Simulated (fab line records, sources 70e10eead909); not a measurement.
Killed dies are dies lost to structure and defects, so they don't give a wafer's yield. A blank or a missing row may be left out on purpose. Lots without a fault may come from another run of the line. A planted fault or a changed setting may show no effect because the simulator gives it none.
Which tool did it? | flow nand_harc | 13 lots, 36 wafers sampled, at 5 steps of a route of 1159

WHAT THE GAUGES READ, wafer by wafer
NHARC_END_SORT_01. Usual: killed_at_array 27, standard deviation 8.8; killed_at_other 0.4, standard deviation 0.82; killed_at_periphery 3.1, standard deviation 2.1; killed_dies 31, standard deviation 8.8; killed_open 3.3, standard deviation 2; killed_short 2.0, standard deviation 1.4.
lot  | measured     | on        | killed_at_array | killed_at_other | killed_at_periphery | killed_dies | killed_open | killed_short | flag
L392 | day 23 13:08 | prober-01 | 93 26           | 0 0             | 1 2                 | 94 28       | 2 2         | 2 4          | OFF

WHICH TOOL RAN EACH LOT (tool, then ch and the chambers of the sampled wafers, then the start)
lot  | NHARC_A_WL_FILL_ETCHBACK_16                   | NHARC_A_WL_FILL_CVD_20        | NHARC_A_CONTACT_ETCH_115             | NHARC_A_CONTACT_ETCH_117
L382 | rie_diel-06 ch 0,1,2, day 15 22:27 or earlier | cvd_w-01 ch 0,1, day 15 22:27 | har_cap_etch-03 ch 0,1, day 16 07:33 | har_cap_etch-03 ch 0,1, day 16 07:44
L381 | rie_diel-07 ch 0,2,3, day 16 08:18 or earlier | cvd_w-02 ch 0, day 16 08:18   | har_cap_etch-03 ch 0,1, day 17 00:03 | har_cap_etch-03 ch 0,1, day 17 00:14
L384 | rie_diel-07 ch 0,1,3, day 16 20:31 or earlier | cvd_w-01 ch 1, day 16 20:31   | har_cap_etch-01 ch 0,1, day 17 10:06 | har_cap_etch-01 ch 0,1, day 17 10:17
L386 | rie_diel-06 ch 2,3, day 17 08:55 or earlier   | cvd_w-02 ch 0,1, day 17 08:55 | har_cap_etch-02 ch 0,1, day 17 19:47 | har_cap_etch-02 ch 0,1, day 17 19:58
L385 | rie_diel-01 ch 1,2, day 17 08:50 or earlier   | cvd_w-01 ch 0,1, day 17 08:50 | har_cap_etch-03 ch 0,1, day 17 18:37 | har_cap_etch-03 ch 0,1, day 17 18:49
L387 | rie_diel-07 ch 0,1,2, day 17 15:44 or earlier | cvd_w-01 ch 1, day 17 15:44   | har_cap_etch-01 ch 0,1, day 18 03:36 | har_cap_etch-01 ch 0,1, day 18 03:47
L388 | rie_diel-01 ch 1,2,3, day 17 16:26 or earlier | cvd_w-02 ch 0,1, day 17 16:26 | har_cap_etch-02 ch 0,1, day 18 05:37 | har_cap_etch-02 ch 0,1, day 18 05:47
L389 | rie_diel-06 ch 0,2,3, day 18 08:10 or earlier | cvd_w-02 ch 0,1, day 18 08:10 | har_cap_etch-03 ch 0,1, day 18 21:34 | har_cap_etch-03 ch 0,1, day 18 21:46
L390 | rie_diel-01 ch 1,2,3, day 18 08:11 or earlier | cvd_w-01 ch 0,1, day 18 08:11 | har_cap_etch-01 ch 0,1, day 18 19:58 | har_cap_etch-01 ch 0,1, day 18 20:09
L391 | rie_diel-01 ch 0,2,3, day 18 22:10 or earlier | cvd_w-01 ch 1, day 18 22:10   | har_cap_etch-02 ch 0,1, day 19 15:02 | har_cap_etch-02 ch 0,1, day 19 15:13
L392 | rie_diel-07 ch 0,3, day 18 21:32 or earlier   | cvd_w-02 ch 0,1, day 18 21:32 | har_cap_etch-01 ch 0, day 19 10:41   | har_cap_etch-01 ch 0, day 19 10:52
L394 | rie_diel-06 ch 0,1, day 19 23:40 or earlier   | cvd_w-01 ch 0,1, day 19 23:40 | har_cap_etch-03 ch 0,1, day 20 11:04 | har_cap_etch-03 ch 0,1, day 20 11:14
L398 | rie_diel-07 ch 0, day 20 05:16 or earlier     | cvd_w-02 ch 1, day 20 05:16   | har_cap_etch-02 ch 1, day 20 13:32   | har_cap_etch-02 ch 1, day 20 13:43
- NHARC_A_WL_FILL_ETCHBACK_16: etches the open film in C4F8/O2/Ar, target depth 88 nm, time 17.6 s.
- NHARC_A_WL_FILL_CVD_20: deposits W, target thk 75 nm, time 5064 s.
- NHARC_A_CONTACT_ETCH_115: etches the open film in C4F8/O2/Ar, time 94 s, target depth 922 nm.
- NHARC_A_CONTACT_ETCH_117: etches the open film in C4F8/O2/Ar, time 94 s, target depth 922 nm.

WHAT THE TOOLS THEMSELVES READ (means of the sampled wafers that have a number; where no wafer has one, the mark that the record gives instead)
NHARC_A_WL_FILL_ETCHBACK_16. Usual: bias_w 800.0 W, standard deviation 2.6; chamber_pressure_mTorr 24.999 mTorr, standard deviation 0.024; oes_product_au 0.977 a.u., standard deviation 0.027; rf_vpp_V 721 V, standard deviation 4.6.
lot  | tool        | bias_w (W) | chamber_pressure_mTorr (mTorr) | oes_product_au (a.u.) | rf_vpp_V (V) | flag
L382 | rie_diel-06 | 800.4      | 24.987                         | 0.992                 | 723          |
L381 | rie_diel-07 | 797.7      | 24.985                         | 0.999                 | 720          |
L384 | rie_diel-07 | 800.0      | 24.998                         | 0.984                 | 717          |
L386 | rie_diel-06 | 800.0      | 24.997                         | 0.984                 | 721          |
L385 | rie_diel-01 | 801.2      | 24.985                         | 0.956                 | 716          |
L387 | rie_diel-07 | 800.7      | 25.006                         | 0.919                 | 722          |
L388 | rie_diel-01 | 798.0      | 24.994                         | 0.996                 | 721          |
L389 | rie_diel-06 | 797.6      | 24.994                         | 0.991                 | 723          |
L390 | rie_diel-01 | 799.3      | 24.979                         | 0.997                 | 720          |
L391 | rie_diel-01 | 801.1      | 25.003                         | 0.974                 | 721          |
L392 | rie_diel-07 | 797.1      | 25.008                         | 0.986                 | 718          |
L394 | rie_diel-06 | 803.4      | 24.997                         | 0.993                 | 723          |
L398 | rie_diel-07 | 798.1      | 25.003                         | 0.981                 | 715          |

NHARC_A_WL_FILL_CVD_20. Usual: heater_power_w 482 W, standard deviation 58; throttle_valve_pct 7.81 %, standard deviation 0.27.
lot  | tool     | heater_power_w (W) | throttle_valve_pct (%) | flag
L382 | cvd_w-01 | 483                | 8.05                   |
L381 | cvd_w-02 | 530                | 7.79                   |
L384 | cvd_w-01 | 384                | 7.88                   |
L386 | cvd_w-02 | 499                | 7.63                   |
L385 | cvd_w-01 | 438                | 7.83                   |
L387 | cvd_w-01 | 389                | 7.73                   |
L388 | cvd_w-02 | 508                | 7.60                   |
L389 | cvd_w-02 | 500                | 7.73                   |
L390 | cvd_w-01 | 484                | 8.02                   |
L391 | cvd_w-01 | 393                | 7.70                   |
L392 | cvd_w-02 | 510                | 7.68                   |
L394 | cvd_w-01 | 485                | 8.12                   |
L398 | cvd_w-02 | 498                | 7.90                   |

NHARC_A_CONTACT_ETCH_115. Usual: chamber_pressure_mTorr 20.000 mTorr, standard deviation 0.019.
lot  | tool            | chamber_pressure_mTorr (mTorr) | flag
L382 | har_cap_etch-03 | 19.992                         |
L381 | har_cap_etch-03 | 20.015                         |
L384 | har_cap_etch-01 | 19.965                         |
L386 | har_cap_etch-02 | 19.977                         |
L385 | har_cap_etch-03 | 19.998                         |
L387 | har_cap_etch-01 | 19.996                         |
L388 | har_cap_etch-02 | 20.003                         |
L389 | har_cap_etch-03 | 19.990                         |
L390 | har_cap_etch-01 | 20.004                         |
L391 | har_cap_etch-02 | 20.003                         |
L392 | har_cap_etch-01 | 20.014                         |
L394 | har_cap_etch-03 | 19.986                         |
L398 | har_cap_etch-02 | 19.981                         |

NHARC_A_CONTACT_ETCH_117. Usual: chamber_pressure_mTorr 19.999 mTorr, standard deviation 0.026.
lot  | tool            | chamber_pressure_mTorr (mTorr) | flag
L382 | har_cap_etch-03 | 20.005                         |
L381 | har_cap_etch-03 | 20.004                         |
L384 | har_cap_etch-01 | 20.001                         |
L386 | har_cap_etch-02 | 20.015                         |
L385 | har_cap_etch-03 | 20.003                         |
L387 | har_cap_etch-01 | 19.998                         |
L388 | har_cap_etch-02 | 20.007                         |
L389 | har_cap_etch-03 | 19.991                         |
L390 | har_cap_etch-01 | 19.996                         |
L391 | har_cap_etch-02 | 20.012                         |
L392 | har_cap_etch-01 | 20.008                         |
L394 | har_cap_etch-03 | 19.989                         |
L398 | har_cap_etch-02 | 20.009                         |

THE ANSWER, worked out from the rows above alone
Rule: a lot is off if the mean of its wafers that have a number lies more than 3 standard deviations from the usual mean. A lot without any number at a reading at which 4 lots or more have one is off too. The other lots that the step has rows for count as sound. The gauges are gone through in route order, then the tools' own readings, and for those a lot's mean is taken as printed above. The first step at which some lot is off is used, and at that step the reading that is off furthest; a lot without a number counts as furthest.
Off: L392, at NHARC_END_SORT_01 (killed_at_array). Neither off nor sound, because the step has no rows for them: L382, L381, L384, L386, L385, L387, L388, L389, L390, L391, L394, L398.
A tool fits if, at a process step before that reading, it ran every lot that is off, and no sound lot after the first of them. The gauges at NHARC_END_SORT_01 are tried like those tools. NHARC_A_WL_FILL_ETCHBACK_16 gives no start for some lots, so the hours and the order of its lots are those of NHARC_A_WL_FILL_CVD_20. Can't be told from this: 4 tools fit, rie_diel-07 at NHARC_A_WL_FILL_ETCHBACK_16, cvd_w-02 at NHARC_A_WL_FILL_CVD_20, har_cap_etch-01 at NHARC_A_CONTACT_ETCH_115 and NHARC_A_CONTACT_ETCH_117, prober-01 at NHARC_END_SORT_01.

WHAT THE SIMULATOR HAD PUT IN
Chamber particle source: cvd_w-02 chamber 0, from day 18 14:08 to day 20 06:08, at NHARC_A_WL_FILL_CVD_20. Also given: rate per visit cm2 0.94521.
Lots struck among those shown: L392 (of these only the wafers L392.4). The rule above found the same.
